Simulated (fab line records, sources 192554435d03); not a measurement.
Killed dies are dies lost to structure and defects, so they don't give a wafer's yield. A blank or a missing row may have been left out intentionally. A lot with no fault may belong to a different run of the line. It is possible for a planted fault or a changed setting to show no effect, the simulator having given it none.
Matching of chambers + flow n5_finfet + N5_BEOL_M4_ETCH_77 on rie_diel-04: 4 sister chambers
The step etches underlayer in N2/H2, target depth 6.5 nm, time 5.2 s. 16 wafers are shown with their chamber, then 8 later ones without.

WAFERS WITH THEIR CHAMBER
| wafer  | chamber | drypump_motor_current_A (A) | showerhead_plenum_p_Torr (Torr) | rf_vpp_V (V) |
|--------|---------|-----------------------------|---------------------------------|--------------|
| L077.1 | 0       | 6.1                         | 2.72                            | 528.8        |
| L077.4 | 2       | 5.2                         | 2.50                            | 523.5        |
| L077.6 | 2       | 5.1                         | 2.50                            | 522.9        |
| L079.1 | 2       | 5.1                         | 2.50                            | 523.0        |
| L079.3 | 3       | 5.1                         | 2.60                            | 524.9        |
| L079.4 | 0       | 6.1                         | 2.72                            | 528.8        |
| L081.1 | 1       | 5.6                         | 2.48                            | 520.7        |
| L081.2 | 0       | 6.1                         | 2.72                            | 528.2        |
| L081.4 | 0       | 6.1                         | 2.72                            | 527.6        |
| L086.3 | 3       | 5.1                         | 2.59                            | 527.6        |
| L086.5 | 0       | 6.1                         | 2.70                            | 528.1        |
| L086.6 | 3       | 5.1                         | 2.59                            | 524.0        |
| L088.2 | 1       | 5.6                         | 2.46                            | 520.2        |
| L088.5 | 2       | 5.1                         | 2.49                            | 522.3        |
| L088.6 | 1       | 5.5                         | 2.46                            | 523.0        |
| L091.1 | 3       | 5.1                         | 2.59                            | 525.8        |

SIGNATURES, as means of the wafers listed above
| reading                  | chamber 0 | chamber 1 | chamber 2 | chamber 3 | scatter within a chamber |
|--------------------------|-----------|-----------|-----------|-----------|--------------------------|
| drypump_motor_current_A  | 6.100     | 5.567     | 5.125     | 5.100     | 0.0344                   |
| showerhead_plenum_p_Torr | 2.7160    | 2.4667    | 2.4975    | 2.5925    | 0.00784                  |
| rf_vpp_V                 | 528.300   | 521.300   | 522.925   | 525.575   | 1.05                     |
Rule: for each reading, subtract the chamber's mean from the wafer's reading, divide by that reading's scatter and square the result; add these up over the readings and take the root, which gives the wafer's distance from the chamber. The wafer belongs to the nearest chamber; if the next one is less than 2 further off, it can't be placed. The scatter: the root of (the sum of the squares of (reading less its chamber's mean) over the shown wafers, divided by (wafers less chambers)).

WAFERS WITH NO CHAMBER GIVEN
| wafer  | drypump_motor_current_A (A) | showerhead_plenum_p_Torr (Torr) | rf_vpp_V (V) |
|--------|-----------------------------|---------------------------------|--------------|
| L091.2 | 5.5                         | 2.46                            | 521.6        |
| L091.3 | 5.1                         | 2.49                            | 523.2        |
| L092.1 | 6.1                         | 2.70                            | 527.1        |
| L092.2 | 5.5                         | 2.46                            | 521.4        |
| L092.5 | 5.1                         | 2.59                            | 526.9        |
| L096.3 | 5.6                         | 2.46                            | 520.9        |
| L096.4 | 5.2                         | 2.49                            | 524.1        |
| L096.6 | 5.2                         | 2.49                            | 523.7        |

CHAMBER TAKEN BY EACH
| wafer  | from the rows above | in truth |
|--------|---------------------|----------|
| L091.2 | 1                   | 1        |
| L091.3 | 2                   | 2        |
| L092.1 | 0                   | 0        |
| L092.2 | 1                   | 1        |
| L092.5 | 3                   | 3        |
| L096.3 | 1                   | 1        |
| L096.4 | 2                   | 2        |
| L096.6 | 2                   | 2        |
Correctly placed: 8 of 8. Not placeable from these rows: 0. Number placed wrongly: 0.
